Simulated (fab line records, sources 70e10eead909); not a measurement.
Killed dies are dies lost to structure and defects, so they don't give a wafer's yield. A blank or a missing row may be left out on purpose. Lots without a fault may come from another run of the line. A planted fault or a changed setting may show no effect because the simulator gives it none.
Which tool did it? | flow nand_harc | 11 lots, 33 wafers sampled, at 4 steps of a route of 1302

WHAT THE GAUGES READ, wafer by wafer
The record holds no reading of a measuring or inspecting step that can be judged against a usual standard deviation.

WHICH TOOL RAN EACH LOT (tool, then ch and the chambers of the sampled wafers, then the start)
lot  | NHARC_A_CHANNEL_HOLE_D2_ETCH_44    | NHARC_A_CHANNEL_FILL_D2_ALD_14   | NHARC_A_CHANNEL_FILL_D2_STRIP_28   | NHARC_A_CHANNEL_FILL_D2_ETCHBACK_08
L225 | rie_diel-13 ch 1,2,3, day 14 17:44 | ald_hk-04 ch 0,1,3, day 15 01:23 | rie_diel-03 ch 0,2,3, day 15 18:35 | rie_diel-03 ch 1,2, day 16 11:29
L227 | rie_diel-11 ch 0,2,3, day 15 01:05 | ald_hk-02 ch 0,1,3, day 15 09:44 | rie_diel-06 ch 0,1,3, day 16 05:29 | rie_diel-06 ch 0,1,3, day 16 22:53
L230 | rie_diel-02 ch 0,2,3, day 16 07:50 | ald_hk-01 ch 0,2,3, day 16 16:02 | rie_diel-03 ch 1,3, day 17 08:50   | rie_diel-03 ch 0,1,2, day 18 01:35
L229 | rie_diel-11 ch 1,2, day 16 12:13   | ald_hk-01 ch 0,1,3, day 16 20:32 | rie_diel-06 ch 0,1,3, day 17 15:07 | rie_diel-06 ch 2,3, day 18 12:53
L234 | rie_diel-02 ch 0,1,3, day 18 05:11 | ald_hk-01 ch 0,1,2, day 18 14:47 | rie_diel-01 ch 1,2,3, day 19 08:02 | rie_diel-06 ch 0,2,3, day 20 03:16
L236 | rie_diel-02 ch 0,2, day 19 14:51   | ald_hk-02 ch 1,2, day 19 23:02   | rie_diel-06 ch 0,2,3, day 20 16:10 | rie_diel-03 ch 0,3, day 21 11:01
L238 | rie_diel-11 ch 0,1, day 20 10:04   | ald_hk-01 ch 0,1,3, day 20 18:23 | rie_diel-01 ch 0,1,2, day 21 11:47 | rie_diel-03 ch 1,2, day 22 04:32
L239 | rie_diel-13 ch 0,1, day 20 12:55   | ald_hk-02 ch 1,2, day 20 22:26   | rie_diel-03 ch 1,2,3, day 21 21:10 | rie_diel-03 ch 0,1,3, day 22 14:29
L240 | rie_diel-11 ch 0,2, day 20 13:48   | ald_hk-02 ch 0,1,3, day 20 22:44 | rie_diel-01 ch 2,3, day 21 21:10   | rie_diel-06 ch 1,3, day 22 14:26
L242 | rie_diel-11 ch 0,3, day 21 11:49   | ald_hk-02 ch 0,1,2, day 21 20:02 | rie_diel-03 ch 2,3, day 22 13:57   | rie_diel-06 ch 2,3, day 23 10:22
L244 | rie_diel-11 ch 0,2,3, day 22 05:31 | ald_hk-01 ch 0,1,2, day 22 13:28 | rie_diel-03 ch 0,2,3, day 23 09:52 | rie_diel-01 ch 1,2,3, day 24 05:35
- NHARC_A_CHANNEL_HOLE_D2_ETCH_44: etches the open film in CF4/O2, target depth 140 nm, overetch 14 nm, time 77 s.
- NHARC_A_CHANNEL_FILL_D2_ALD_14: deposits SiO2, target thk 2.5 nm, pulse time 10 s, ald cycles 25.
- NHARC_A_CHANNEL_FILL_D2_STRIP_28: strips in O2, time 20 s.
- NHARC_A_CHANNEL_FILL_D2_ETCHBACK_08: etches the open film in C4F8, target depth 220 nm, time 110 s.

WHAT THE TOOLS THEMSELVES READ (means of the sampled wafers that have a number; where no wafer has one, the mark that the record gives instead)
NHARC_A_CHANNEL_HOLE_D2_ETCH_44.
lot  | tool        | drypump_motor_current_A (A) | oes_product_au (a.u.) | rf_fwd_power_W (W) | rf_vpp_V (V) | showerhead_plenum_p_Torr (Torr) | throttle_valve_pct (%)
L225 | rie_diel-13 | 5.6                         | 0.984                 | 298.9              | 197.5        | 1.31                            | 13.393
L227 | rie_diel-11 | 5.7                         | 0.997                 | 298.3              | 196.2        | 1.28                            | 13.401
L230 | rie_diel-02 | 5.7                         | 1.007                 | 297.5              | 197.8        | 1.35                            | 13.404
L229 | rie_diel-11 | 5.0                         | 1.000                 | 297.6              | 197.4        | 1.32                            | 13.404
L234 | rie_diel-02 | 5.7                         | 0.997                 | 298.9              | 198.4        | 1.37                            | 13.411
L236 | rie_diel-02 | 5.5                         | 1.002                 | 297.9              | 197.7        | 1.33                            | 13.400
L238 | rie_diel-11 | 5.8                         | 0.998                 | 297.9              | 197.9        | 1.32                            | 13.400
L239 | rie_diel-13 | 5.3                         | 1.003                 | 298.4              | 195.7        | 1.26                            | 13.396
L240 | rie_diel-11 | 5.7                         | 0.999                 | 299.0              | 196.3        | 1.28                            | 13.401
L242 | rie_diel-11 | 6.1                         | 1.006                 | 297.8              | 197.2        | 1.28                            | 13.405
L244 | rie_diel-11 | 5.7                         | 0.995                 | 297.0              | 196.2        | 1.27                            | 13.397

NHARC_A_CHANNEL_FILL_D2_ALD_14.
lot  | tool      | heater_power_w (W) | precursor_pulse_height_rel
L225 | ald_hk-04 | 463                | 1.011
L227 | ald_hk-02 | 467                | 1.003
L230 | ald_hk-01 | 446                | 1.009
L229 | ald_hk-01 | 493                | 0.998
L234 | ald_hk-01 | 485                | 1.022
L236 | ald_hk-02 | 485                | 0.995
L238 | ald_hk-01 | 494                | 0.984
L239 | ald_hk-02 | 501                | 1.022
L240 | ald_hk-02 | 467                | 0.982
L242 | ald_hk-02 | 497                | 0.990
L244 | ald_hk-01 | 488                | 1.000

NHARC_A_CHANNEL_FILL_D2_STRIP_28.
lot  | tool        | drypump_motor_current_A (A) | oes_product_au (a.u.) | rf_vpp_V (V) | showerhead_plenum_p_Torr (Torr) | throttle_valve_pct (%)
L225 | rie_diel-03 | 5.3                         | 0.996                 | 57.4         | 3.49                            | 17.048
L227 | rie_diel-06 | 5.6                         | 0.992                 | 57.7         | 3.56                            | 17.033
L230 | rie_diel-03 | 5.5                         | 0.999                 | 57.9         | 3.59                            | 17.047
L229 | rie_diel-06 | 5.6                         | 1.001                 | 57.7         | 3.56                            | 17.043
L234 | rie_diel-01 | 5.6                         | 1.014                 | 57.7         | 3.54                            | 17.032
L236 | rie_diel-06 | 5.5                         | 0.994                 | 56.9         | 3.57                            | 17.035
L238 | rie_diel-01 | 5.9                         | 1.013                 | 57.7         | 3.58                            | 17.030
L239 | rie_diel-03 | 5.2                         | 1.006                 | 57.8         | 3.53                            | 17.032
L240 | rie_diel-01 | 5.6                         | 1.008                 | 57.4         | 3.46                            | 17.037
L242 | rie_diel-03 | 5.0                         | 0.999                 | 57.1         | 3.53                            | 17.034
L244 | rie_diel-03 | 5.3                         | 0.996                 | 58.5         | 3.49                            | 17.036

NHARC_A_CHANNEL_FILL_D2_ETCHBACK_08.
lot  | tool        | oes_product_au (a.u.) | rf_fwd_power_W (W) | rf_vpp_V (V) | run_length_s (s)
L225 | rie_diel-03 | 0.92                  | 596.9              | 440.4        | 130.6
L227 | rie_diel-06 | 0.92                  | 594.7              | 441.5        | 131.3
L230 | rie_diel-03 | 0.94                  | 596.3              | 440.0        | 131.1
L229 | rie_diel-06 | 0.92                  | 597.6              | 438.8        | 131.5
L234 | rie_diel-06 | 0.99                  | 597.1              | 442.0        | 131.2
L236 | rie_diel-03 | 1.00                  | 597.8              | 440.8        | 132.1
L238 | rie_diel-03 | 1.00                  | 598.2              | 439.4        | 154.6
L239 | rie_diel-03 | 0.91                  | 595.6              | 440.4        | 155.3
L240 | rie_diel-06 | 0.96                  | 594.4              | 438.8        | 131.5
L242 | rie_diel-06 | 0.99                  | 597.5              | 439.4        | 131.7
L244 | rie_diel-01 | 1.01                  | 595.9              | 440.8        | 131.5

THE ANSWER, worked out from the rows above alone
Rule: what is usual is taken from the lots themselves. Put in order of their means at a reading, lots are off if they are a third of the lots or fewer, leave a main group of 4 or more, and stand apart from it by a gap of 3 or more times the standard deviation of the main group's means; of several such gaps the widest counts. A main group whose means are all the same, to the digits that the tables above print for the reading, isn't used. A lot without any number at a reading at which 4 lots or more have one is off too. The other lots that the step has rows for count as sound. The gauges are gone through in route order, then the tools' own readings, and for those a lot's mean is taken as printed above. The first step at which some lot is off is used, and at that step the reading that is off furthest; a lot without a number counts as furthest.
Off: L238, L239, at NHARC_A_CHANNEL_FILL_D2_ETCHBACK_08 (run_length_s). The main group: mean 131.4 s, standard deviation 0.39.
A tool fits if, at that step or a process step before it, it ran every lot that is off, and no sound lot after the first of them. One fits: rie_diel-03 at NHARC_A_CHANNEL_FILL_D2_ETCHBACK_08. Its last sound lot is L236 (day 21 11:01), its first lot that is off L238 (day 22 04:32): a fault that began between those two fits.
The tool's own readings at NHARC_A_CHANNEL_FILL_D2_ETCHBACK_08 bear it out: on the lots that are off they differ by more than 5 times the standard deviation of the sound lots' means. run_length_s reads 154.9 s there against 131.4 s on the sound lots.

WHAT THE SIMULATOR HAD PUT IN
Process parameter drift: rie_diel-03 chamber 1, from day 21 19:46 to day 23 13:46, at NHARC_A_CHANNEL_FILL_D2_ETCHBACK_08. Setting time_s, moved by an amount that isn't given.
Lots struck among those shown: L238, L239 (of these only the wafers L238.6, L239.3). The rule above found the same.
